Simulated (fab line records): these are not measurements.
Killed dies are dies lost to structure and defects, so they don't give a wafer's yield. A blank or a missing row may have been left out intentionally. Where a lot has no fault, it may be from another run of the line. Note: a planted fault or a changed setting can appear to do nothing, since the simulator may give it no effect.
A struck lot beside a sound one -- flow n5_finfet -- 22 steps out of a route of 1938
Sound: wafers L668.1, L668.4, L668.5. The struck wafers were L677.4, L677.5, L677.6. At the end, the cause is stated.
Per side, at each step with rows, come the tool, then ch with its chambers, and then its first start. Under that, the readings that differ: sound wafers -- struck wafers -- difference of the means -- sigmas: that difference in standard deviations of wafers without a fault.
alike: same words and numbers on both sides, and readings whose means sit less than 2 such deviations apart. not compared: any withheld reading, any reading some wafer has no value for, any bound like >300 that may hide the same value, and any number with overlapping values for which the record gives no deviation.
Wherever a step has rows on one side only, a row that says differs or no value, or a row with sigmas, the two part there. Numbers that don't overlap but have no deviation are shown without sigmas and don't part them. A reading that every wafer of one side lacks parts them only if that side has two wafers or more.

N5_STI_FIN_REVEAL_THK_MEAS_05:
  sound on film_metro-02 at day 5 06:42; struck on film_metro-02 at day 7 09:49
  alike: thk_nm
N5_STI_FIN_REVEAL_DENSIFY_30:
  sound on rtp_anneal-02 ch 0, day 5 06:44; struck on rtp_anneal-01 ch 0, day 7 10:00
  alike: lamp_power_pct
  not compared: wafer_temp_C_max
then, 1 step without rows for these wafers: N5_STI_FIN_REVEAL_ETCHBACK_08 (etches SiO2 in C4F6/O2, target depth 30.5 nm, time 10.167 s).
N5_STI_FIN_REVEAL_STRIP_24: strips in N2/H2, time 90 s.
  sound on rie_diel-06 ch 0,1, day 5 06:59; struck on rie_diel-05 ch 1,2,3, day 7 10:19
  alike: drypump_motor_current_A, oes_product_au, rf_vpp_V, showerhead_plenum_p_Torr, throttle_valve_pct
  not compared: rf_hours_counter_h
then, 4 steps without rows for these wafers: N5_STI_FIN_REVEAL_PRECLEAN_25 (cleans in SPM, time 90 s); N5_STI_FIN_REVEAL_PRECLEAN_26 (cleans in SC1, time 45 s); N5_STI_FIN_REVEAL_PRECLEAN_29 (cleans in DHF, time 30 s); N5_STI_FIN_REVEAL_SRD_12 (time 30 s).
N5_STI_FIN_REVEAL_RECESS_09: chemistry HF/NH3, target SiO2, afs cycles 11, target depth 42.5 nm, sublimation time 60 s.
  sound on vapor_etch-01 ch 0,1, day 5 07:13; struck on vapor_etch-02 ch 0,1, day 7 11:14
  alike: drypump_motor_current_A
then, 2 steps without rows for these wafers: N5_STI_FIN_REVEAL_STRIP_16 (strips SiNx in H3PO4, target depth 23.8 nm); N5_STI_FIN_REVEAL_PRECLEAN_17 (cleans in NF3:NH3, afs cycles 1, time 20 s, sublimation time 60 s).
N5_STI_FIN_REVEAL_ETCH_34: etches Si in H2, material Si, target depth 0.97 nm.
  sound on rie_si-04 ch 1,2, day 5 09:19; struck on rie_si-04 ch 0,1,3, day 7 13:10
  alike: drypump_motor_current_A, oes_product_au, throttle_valve_pct
  not compared: rf_hours_counter_h
N5_STI_FIN_REVEAL_OXIDATION_31: chemistry O2 PLASMA REMOTE, time 20 s.
  sound on plasma_asher-01 ch 1, day 5 09:22; struck on plasma_asher-01 ch 0,1, day 7 13:14
  no value came back on the struck wafers for chamber_pressure_mTorr (mTorr), drypump_motor_current_A (A), heater_power_w (W); on the sound wafers chamber_pressure_mTorr (mTorr) reads 999.3 999.4 1000.3
reading,sound,struck,difference,sigmas
model.Si_of_PMOS_HMC_CHANNEL_EPI_EPI_26.thk_nm (nm),3 3 3,3.35 3.304 3.304,+0.32,
  not compared: rf_hours_counter_h
then, 3 steps without rows for these wafers: N5_STI_FIN_REVEAL_PRECLEAN_32 (cleans in NF3:NH3, afs cycles 1, time 20 s, sublimation time 60 s); N5_STI_FIN_REVEAL_STRIP_35 (strips Si3N4 in H3PO4, target depth 4 nm, time 39 s); N5_STI_FIN_REVEAL_SRD_21 (time 30 s).
N5_STI_FIN_REVEAL_OXIDATION_33: chemistry O2 PLASMA REMOTE, time 20 s.
  sound on plasma_asher-02 ch 0,1, day 5 09:43; struck on plasma_asher-01 ch 0,1, day 7 13:35
  alike: chamber_pressure_mTorr, drypump_motor_current_A, heater_power_w
  not compared: rf_hours_counter_h
N5_STI_FIN_REVEAL_CLEAN_19: cleans in O3/DIW, time 120 s.
  sound on wet_bench-05 ch 0,6,7, day 5 09:49; struck on wet_bench-06 ch 0,4,5, day 7 13:40
reading,sound,struck,difference,sigmas
model.Si_of_PMOS_HMC_CHANNEL_EPI_EPI_26.thk_nm (nm),2.4 2.4 2.4,2.8 2.8 2.8,+0.4,
then, 1 step without rows for these wafers: N5_STI_FIN_REVEAL_SRD_23 (time 30 s).
N5_STI_FIN_REVEAL_CD_MEAS_22: target cd 6.238 nm, pitch 28 nm.
  sound on cd_sem-01 at day 5 09:53; struck on cd_sem-01 at day 7 13:44
reading,sound,struck,difference,sigmas
cd_nm (nm),6.39 6.47 6.20,7.28 7.45 7.23,+0.97,+4
N5_STI_FIN_REVEAL_FIN_H_MEAS_10:
  sound on ocd-01 at day 5 09:55; struck on ocd-01 at day 7 13:46
  alike: trench_depth_nm
N5_PASSIVATION_PROBE_49:
  sound wafers here have rows in the record (prober-01, day 16 02:55); struck ones have none

== WHERE THEY PART ==
Earliest at N5_STI_FIN_REVEAL_OXIDATION_31; latest, in this record, at N5_PASSIVATION_PROBE_49.

WHY: what the simulator had put in
Beginning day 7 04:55, the whole step at N5_STI_FIN_REVEAL_OXIDATION_31 was skipped on plasma_asher-01. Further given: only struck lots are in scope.
